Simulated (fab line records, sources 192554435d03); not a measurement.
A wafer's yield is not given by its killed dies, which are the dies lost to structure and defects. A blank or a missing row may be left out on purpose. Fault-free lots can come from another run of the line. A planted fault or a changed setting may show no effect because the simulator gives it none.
Comparing a struck lot with a sound one    flow n5 finfet    19 out of 1938 route steps
Sound: the wafers L944.2, L944.3, L944.4. Wafers struck: L962.1, L962.2, L962.3. The cause comes at the end.
For every step that has rows: the tool of each side, followed by ch and its chambers, followed by its first start. Under that, the readings that differ: sound wafers    struck wafers    difference of the means    sigmas: that difference in standard deviations of wafers without a fault.
alike: readings whose means differ by less than 2 such deviations, and words and numbers that are the same on both sides. not compared: withheld readings, readings that some wafer has no value for, bounds like >300 that may hide the same value, and numbers for which the record gives no deviation and whose values overlap.
The two part at a step that has a row with sigmas, a row that says differs or no value, or rows on one side only. Numbers that don't overlap but have no deviation are shown without sigmas and don't part them. A reading missing from all wafers of one side parts the sides only when that side holds two or more wafers.

N5_BEOL_M13_ETCH_59: etches BARC in N2/H2, target depth 89 nm, overetch 26.7 nm, time 67.9 s.
  sound on rie diel-02 ch 1,2,3, day 12 03:10; struck on rie diel-04 ch 0,2,3, day 16 14:14
  alike: drypump motor current A, n2 flow sccm, oes product au, rf vpp V, showerhead plenum p Torr, throttle valve pct
  not compared: rf hours counter h
N5_BEOL_M13_VIA_ETCH_16: etches SiOC in C4F8/O2/Ar, target depth 921.7 nm.
  sound on rie diel-02 ch 1,2,3, day 12 03:13; struck on rie diel-04 ch 0,2,3, day 16 14:17
  alike: drypump motor current A, oes product au, rf vpp V, showerhead plenum p Torr, throttle valve pct
N5_BEOL_M13_STRIP_63: strips in N2/H2.
  sound on plasma asher-01 ch 0,1, day 12 03:27; struck on plasma asher-01 ch 0,1, day 16 14:31
  alike: drypump motor current A, heater power w, n2 flow sccm, oes product au, strip time to endpoint s
  not compared: rf hours counter h
N5_BEOL_M13_STRIP_64: strips in N2/H2.
  sound on plasma asher-01 ch 0,1, day 12 03:31; struck on plasma asher-01 ch 0,1, day 16 14:35
  alike: drypump motor current A, heater power w, n2 flow sccm, oes product au, strip time to endpoint s
  not compared: rf hours counter h
then, 2 steps without rows for these wafers: N5_BEOL_M13_STRIP_71 (strips in post etch residue remover, time 60 s); N5_BEOL_M13_SRD_72 (time 30 s, dry time 30 s).
N5_BEOL_M13_CD_MEAS_17 targets a cd of 190 nm.
  sound on cd sem-03, day 12 03:40; struck on cd sem-02, day 16 14:44
  alike: cd nm
then, 5 steps without rows for these wafers: N5_BEOL_M13_COAT_65 (time 60 s, resist thk 350 nm); N5_BEOL_M13_COAT_66 (time 60 s, resist thk 110 nm); N5_BEOL_M13_COAT_22 (resist thk 300 nm); N5_BEOL_M13_EBR_24; N5_BEOL_M13_SOFTBAKE_23 (time 60 s).
N5_BEOL_M13_EXPOSE_25: exposes mask M13, target cd 210 nm.
  sound on krf scanner-02 ch 0, day 12 03:49; struck on krf scanner-01 ch 0, day 16 14:53
reading                           sound           struck          difference  sigmas
model.BEOL_M13.overlay x nm (nm)  -0.2 -0.2 -0.2  22.8 22.8 22.8  +23.0       
  alike: mask
then, 3 steps without rows for these wafers: N5_BEOL_M13_PEB_26 (peb time 90 s); N5_BEOL_M13_DEVELOP_27 (develop time 45 s); N5_BEOL_M13_HARDBAKE_32 (time 120 s).
N5_BEOL_M13_CD_MEAS_28 targets a cd of 209.5 nm.
  sound on cd sem-01 ch 0, day 12 03:59; struck on cd sem-03 ch 0, day 16 15:04
reading     sound              struck             difference  sigmas
cd nm (nm)  211.8 211.2 212.4  207.7 209.7 208.4  -3.2        -2
N5_BEOL_M13_OVL_MEAS_29:
  sound on overlay-01 ch 0, day 12 04:01; struck on overlay-01 ch 0, day 16 15:05
reading       sound     struck    difference  sigmas
M13_OVL (nm)  -6 -7 -7  28 20 25  +31         +5
N5_BEOL_M13_INSPECT_30: inspects for defects (macro).
  sound on defect inspect-01, day 12 04:02; struck on defect inspect-02, day 16 15:07
  alike: raw defect count

== WHERE THEY PART ==
First at N5_BEOL_M13_CD_MEAS_28; last, within this record, at N5_BEOL_M13_OVL_MEAS_29. Later steps at which nothing parts them and some readings are alike: N5_BEOL_M13_INSPECT_30.

WHY: whatever the simulator had introduced
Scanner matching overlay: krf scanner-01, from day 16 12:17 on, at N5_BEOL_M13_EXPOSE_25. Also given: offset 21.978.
